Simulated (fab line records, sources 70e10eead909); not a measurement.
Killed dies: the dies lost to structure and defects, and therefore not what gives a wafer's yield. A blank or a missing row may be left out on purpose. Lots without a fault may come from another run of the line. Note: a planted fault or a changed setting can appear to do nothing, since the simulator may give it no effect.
Which tool was responsible? + flow nand-harc + 13 lots with 39 wafers sampled at 6 steps, on a route of 1302 steps

## WHAT THE GAUGES READ, wafer by wafer
NHARC_A_SOURCE_PLATE_THK_MEAS_06: measures by ellipsometry. Usual: thk-nm reads 200.2 nm (standard deviation 2).
| lot  | measured     | on            | thk-nm (nm)       | flag |
|------|--------------|---------------|-------------------|------|
| L834 | day 7 16:59  | film-metro-02 | 201.1 200.0 199.4 |      |
| L836 | day 8 11:57  | film-metro-01 | 199.1 200.4 202.2 |      |
| L837 | day 8 20:12  | film-metro-02 | 197.3 197.4 197.5 |      |
| L839 | day 9 14:55  | film-metro-01 | 198.5 199.8 202.4 |      |
| L840 | day 10 07:04 | film-metro-01 | 200.6 200.7 200.0 |      |
| L842 | day 10 22:16 | film-metro-02 | 200.8 199.0 199.3 |      |
| L844 | day 11 22:43 | film-metro-01 | 197.6 197.0 195.9 |      |
| L845 | day 12 06:35 | film-metro-01 | 202.9 202.8 199.3 |      |
| L846 | day 12 13:17 | film-metro-02 | 199.5 199.1 197.5 |      |
| L849 | day 14 01:46 | film-metro-02 | 198.6 199.4 200.4 |      |
| L855 | day 16 15:38 | film-metro-01 | 198.8 199.9 197.1 |      |
| L856 | day 16 15:38 | film-metro-01 | 201.5 203.0 202.3 |      |
| L857 | day 17 01:10 | film-metro-01 | 196.0 196.7 199.8 |      |

NHARC_A_ONON_D1_THK_MEAS_02: measures by ellipsometry. Usual: thk-nm reads 1000 nm (standard deviation 7.7).
| lot  | measured     | on            | thk-nm (nm)    | flag |
|------|--------------|---------------|----------------|------|
| L834 | day 7 17:37  | film-metro-01 | 1001 1000 999  |      |
| L836 | day 8 12:38  | film-metro-02 | 992 991 993    |      |
| L837 | day 8 20:51  | film-metro-01 | 999 997 999    |      |
| L839 | day 9 15:33  | film-metro-02 | 992 994 993    |      |
| L840 | day 10 07:44 | film-metro-02 | 990 991 990    |      |
| L842 | day 10 22:56 | film-metro-01 | 988 988 987    |      |
| L844 | day 11 23:23 | film-metro-01 | 1010 1011 1009 |      |
| L845 | day 12 07:16 | film-metro-02 | 999 1000 999   |      |
| L846 | day 12 13:56 | film-metro-01 | 994 996 997    |      |
| L849 | day 14 02:25 | film-metro-02 | 1008 1010 1007 |      |
| L855 | day 16 16:17 | film-metro-01 | 1021 1019 1020 |      |
| L856 | day 16 16:17 | film-metro-01 | 1007 1005 1006 |      |
| L857 | day 17 01:50 | film-metro-01 | 1002 1002 1000 |      |

NHARC_A_ONON_D1_THK_MEAS_08: measures by ellipsometry. Usual: thk-nm reads 1001 nm (standard deviation 11).
| lot  | measured     | on            | thk-nm (nm)    | flag |
|------|--------------|---------------|----------------|------|
| L834 | day 7 18:46  | film-metro-02 | 994 993 994    |      |
| L836 | day 8 13:46  | film-metro-02 | 1012 1016 1013 |      |
| L837 | day 8 21:59  | film-metro-01 | 998 998 998    |      |
| L839 | day 9 16:40  | film-metro-01 | 1004 1004 1003 |      |
| L840 | day 10 08:52 | film-metro-02 | 966 970 968    |      |
| L842 | day 11 00:13 | film-metro-01 | 1003 1004 1004 |      |
| L844 | day 12 00:31 | film-metro-01 | 593 1014 1016  | OFF  |
| L845 | day 12 08:25 | film-metro-01 | 596 1014 1014  | OFF  |
| L846 | day 12 15:04 | film-metro-01 | 577 998 996    | OFF  |
| L849 | day 14 03:32 | film-metro-01 | 980 980 980    |      |
| L855 | day 16 17:25 | film-metro-01 | 1002 1001 1000 |      |
| L856 | day 16 17:26 | film-metro-01 | 1010 1010 1011 |      |
| L857 | day 17 02:58 | film-metro-01 | 998 1001 997   |      |

NHARC_END_SORT_01. Usual: killed-at-array 62, standard deviation 15; killed-at-other 0.8, standard deviation 1; killed-at-periphery 3.7, standard deviation 2.6; killed-dies 66, standard deviation 15; killed-open 3.1, standard deviation 1.8; killed-short 2.6, standard deviation 1.7.
| lot  | measured     | on        | killed-at-array | killed-at-other | killed-at-periphery | killed-dies | killed-open | killed-short | flag |
|------|--------------|-----------|-----------------|-----------------|---------------------|-------------|-------------|--------------|------|
| L834 | day 24 13:38 | prober-01 | 55 70 58        | 0 2 1           | 4 8 5               | 59 80 64    | 2 2 3       | 5 2 3        |      |
| L836 | day 24 23:14 | prober-02 | 84 67 76        | 2 3 1           | 6 3 3               | 92 73 80    | 1 2 4       | 1 1 4        |      |
| L837 | day 26 01:07 | prober-02 | 48 48 40        | 0 0 0           | 2 4 1               | 50 52 41    | 6 0 0       | 2 1 1        |      |
| L839 | day 26 18:41 | prober-01 | 79 83 82        | 0 2 1           | 2 4 3               | 81 89 86    | 4 8 1       | 4 1 1        |      |
| L840 | day 28 01:52 | prober-02 | 79 87 72        | 0 1 1           | 5 0 2               | 84 88 75    | 5 6 3       | 3 2 0        |      |
| L842 | day 27 23:36 | prober-01 | 48 69 65        | 1 0 0           | 8 9 7               | 57 78 72    | 2 7 7       | 2 3 3        |      |
| L844 | day 28 12:23 | prober-02 | 674 49 51       | 0 1 0           | 3 6 7               | 677 56 58   | 3 2 2       | 2 2 5        | OFF  |
| L845 | day 29 11:07 | prober-01 | 675 55 64       | 0 0 0           | 2 4 1               | 677 59 65   | 1 0 1       | 3 3 2        | OFF  |
| L846 | day 29 02:34 | prober-01 | 674 41 50       | 2 1 1           | 1 2 1               | 677 44 52   | 5 2 1       | 3 2 5        | OFF  |
| L849 | day 30 19:26 | prober-01 | 36 59 43        | 3 4 3           | 1 1 3               | 40 64 49    | 0 0 4       | 1 3 3        |      |
| L855 | day 33 15:49 | prober-02 | 62 71 79        | 0 1 3           | 2 1 4               | 64 73 86    | 2 6 3       | 1 2 2        |      |
| L856 | day 33 07:13 | prober-01 | 40 58 44        | 4 0 1           | 7 5 5               | 51 63 50    | 2 2 2       | 5 8 1        |      |
| L857 | day 34 00:46 | prober-01 | 59 55 42        | 2 3 1           | 1 0 6               | 62 58 49    | 1 2 4       | 2 2 2        |      |

## EACH LOT AND THE TOOL THAT RAN IT (in order: tool; ch and the chambers of the sampled wafers; start)
| lot  | NHARC_A_ZERO_WELL_RTA_16         | NHARC_A_ONON_D1_DEP_06           |
|------|----------------------------------|----------------------------------|
| L834 | rtp-anneal-01 ch 0, day 6 19:30  | pecvd-onon-03 ch 0, day 7 18:15  |
| L836 | rtp-anneal-02 ch 0, day 7 16:00  | pecvd-onon-03 ch 0, day 8 13:19  |
| L837 | rtp-anneal-01 ch 0, day 7 21:13  | pecvd-onon-04 ch 0, day 8 21:32  |
| L839 | rtp-anneal-01 ch 0, day 8 18:57  | pecvd-onon-02 ch 0, day 9 16:17  |
| L840 | rtp-anneal-02 ch 0, day 9 11:09  | pecvd-onon-02 ch 0, day 10 08:32 |
| L842 | rtp-anneal-01 ch 0, day 10 02:14 | pecvd-onon-04 ch 0, day 10 23:49 |
| L844 | rtp-anneal-01 ch 0, day 11 00:34 | pecvd-onon-04 ch 0, day 12 00:04 |
| L845 | rtp-anneal-01 ch 0, day 11 10:43 | pecvd-onon-04 ch 0, day 12 07:57 |
| L846 | rtp-anneal-02 ch 0, day 11 14:04 | pecvd-onon-04 ch 0, day 12 14:33 |
| L849 | rtp-anneal-01 ch 0, day 13 06:07 | pecvd-onon-02 ch 0, day 14 03:08 |
| L855 | rtp-anneal-01 ch 0, day 15 17:26 | pecvd-onon-04 ch 0, day 16 16:57 |
| L856 | rtp-anneal-01 ch 0, day 15 21:37 | pecvd-onon-03 ch 0, day 16 16:55 |
| L857 | rtp-anneal-01 ch 0, day 16 04:49 | pecvd-onon-04 ch 0, day 17 02:27 |
- NHARC_A_ZERO_WELL_RTA_16: time 10 s.
- NHARC_A_ONON_D1_DEP_06: target thk 1000 nm.

## AS READ BY THE TOOLS THEMSELVES (means over the sampled wafers that have a number; for cases with no such wafer, the mark the record gives instead)
NHARC_A_ZERO_WELL_RTA_16. Usual: lamp-power-pct 31 %, standard deviation 3.6; lamp_zone_4_pct 31 %, standard deviation 3.6; lamp_zone_6_pct 31 %, standard deviation 3.6; wafer_temp_C_max 1005.1, standard deviation 2.1.
| lot  | tool          | lamp-power-pct (%) | lamp_zone_4_pct (%) | lamp_zone_6_pct (%) | wafer_temp_C_max | flag |
|------|---------------|--------------------|---------------------|---------------------|------------------|------|
| L834 | rtp-anneal-01 | 33                 | 33                  | 33                  | 1003.9           |      |
| L836 | rtp-anneal-02 | 26                 | 26                  | 26                  | 1008.3           |      |
| L837 | rtp-anneal-01 | 33                 | 33                  | 33                  | 1004.1           |      |
| L839 | rtp-anneal-01 | 33                 | 33                  | 33                  | 1003.8           |      |
| L840 | rtp-anneal-02 | 26                 | 26                  | 26                  | 1007.1           |      |
| L842 | rtp-anneal-01 | 33                 | 33                  | 33                  | 1003.9           |      |
| L844 | rtp-anneal-01 | 33                 | 33                  | 33                  | 1002.9           |      |
| L845 | rtp-anneal-01 | 33                 | 33                  | 33                  | 1004.0           |      |
| L846 | rtp-anneal-02 | 26                 | 26                  | 26                  | 1008.9           |      |
| L849 | rtp-anneal-01 | 33                 | 33                  | 33                  | 1003.1           |      |
| L855 | rtp-anneal-01 | 33                 | 33                  | 33                  | 1004.0           |      |
| L856 | rtp-anneal-01 | 33                 | 33                  | 33                  | 1003.5           |      |
| L857 | rtp-anneal-01 | 33                 | 33                  | 33                  | 1003.4           |      |

NHARC_A_ONON_D1_DEP_06. Usual: n2o-flow-sccm reads 1999 sccm (standard deviation 5.3).
| lot  | tool          | n2o-flow-sccm (sccm) | flag |
|------|---------------|----------------------|------|
| L834 | pecvd-onon-03 | 2001                 |      |
| L836 | pecvd-onon-03 | 2002                 |      |
| L837 | pecvd-onon-04 | 2000                 |      |
| L839 | pecvd-onon-02 | 1994                 |      |
| L840 | pecvd-onon-02 | 1999                 |      |
| L842 | pecvd-onon-04 | 1999                 |      |
| L844 | pecvd-onon-04 | 1998                 |      |
| L845 | pecvd-onon-04 | 1990                 |      |
| L846 | pecvd-onon-04 | 2004                 |      |
| L849 | pecvd-onon-02 | 2000                 |      |
| L855 | pecvd-onon-04 | 2005                 |      |
| L856 | pecvd-onon-03 | 2000                 |      |
| L857 | pecvd-onon-04 | 2001                 |      |

## THE ANSWER, worked out from the rows above alone
Rule: a lot is off if the mean of its wafers that have a number lies more than 3 standard deviations from the usual mean. A lot without any number at a reading at which 4 lots or more have one is off too. Any other lot the step has rows for is counted as sound. Order of review: gauges by route order, followed by the tools' own readings, for which a lot's mean as printed above is used. At the first step where some lot is off, the reading lying furthest off is the one used; lots without a number count as furthest.
Off: L844, L845, L846, at NHARC_A_ONON_D1_THK_MEAS_08 (thk-nm).
If a tool, at a process step before that reading, ran all the lots that are off and no sound lot after the first of them, it fits. The gauges at NHARC_A_ONON_D1_THK_MEAS_08 aren't tried: what is off there is off at NHARC_END_SORT_01 too, on other tools, and a gauge's error can't cause that. Of those tried, none fits.

## WHAT THE SIMULATOR HAD PUT IN
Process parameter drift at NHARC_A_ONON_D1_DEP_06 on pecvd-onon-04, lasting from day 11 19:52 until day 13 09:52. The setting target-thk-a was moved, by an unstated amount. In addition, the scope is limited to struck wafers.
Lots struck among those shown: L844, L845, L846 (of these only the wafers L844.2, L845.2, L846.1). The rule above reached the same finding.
